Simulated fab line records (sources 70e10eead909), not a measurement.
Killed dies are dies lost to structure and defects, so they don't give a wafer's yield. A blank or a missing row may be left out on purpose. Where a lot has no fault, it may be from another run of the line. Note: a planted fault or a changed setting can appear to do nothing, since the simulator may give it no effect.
Matching of chambers / flow nand harc / NHARC_P_BONDPAD_CMP_19 on cmp-04 has 4 sister chambers
The step polishes, t overpolish 30 s, cu recess touch 16 s, target thk 160.81 nm. 4 wafers are shown with their chamber, then 7 later ones without.

WAFERS PAIRED WITH THEIR CHAMBERS
wafer=L082.2; chamber=0; motor current A (A)=11.0
wafer=L087.4; chamber=3; motor current A (A)=10.2
wafer=L088.1; chamber=2; motor current A (A)=11.4
wafer=L088.3; chamber=1; motor current A (A)=11.9

WAFERS MISSING THEIR CHAMBER
wafer=L088.4; motor current A (A)=11.2
wafer=L090.1; motor current A (A)=12.0
wafer=L090.4; motor current A (A)=10.1
wafer=L095.2; motor current A (A)=9.6
wafer=L095.3; motor current A (A)=12.1
wafer=L096.1; motor current A (A)=11.8
wafer=L096.3; motor current A (A)=11.0

CHAMBER TAKEN BY EACH
wafer=L088.4; from the rows above=can't be placed: 0 or 2 or 1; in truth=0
wafer=L090.1; from the rows above=can't be placed: 1 or 2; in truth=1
wafer=L090.4; from the rows above=3; in truth=3
wafer=L095.2; from the rows above=3; in truth=3
wafer=L095.3; from the rows above=can't be placed: 1 or 2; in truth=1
wafer=L096.1; from the rows above=can't be placed: 1 or 2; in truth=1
wafer=L096.3; from the rows above=can't be placed: 0 or 2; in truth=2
Placed correctly: 2 of 7. Unplaceable from these rows: 5, with the true chamber sitting among the candidates in 5. Number placed wrongly: 0.
How it was worked out, from the rows above alone: a wafer's distance from a chamber is the root of the sum, over the readings, of the square of ((its reading less the chamber's mean) divided by the reading's scatter). The wafer belongs to the nearest chamber; if the next one is less than 2 further off, it can't be placed. A chamber's mean is the mean of its shown wafers. The scatter: with one shown wafer a chamber, the root of the mean of the squares of how far each hidden wafer lies from its nearest shown one.
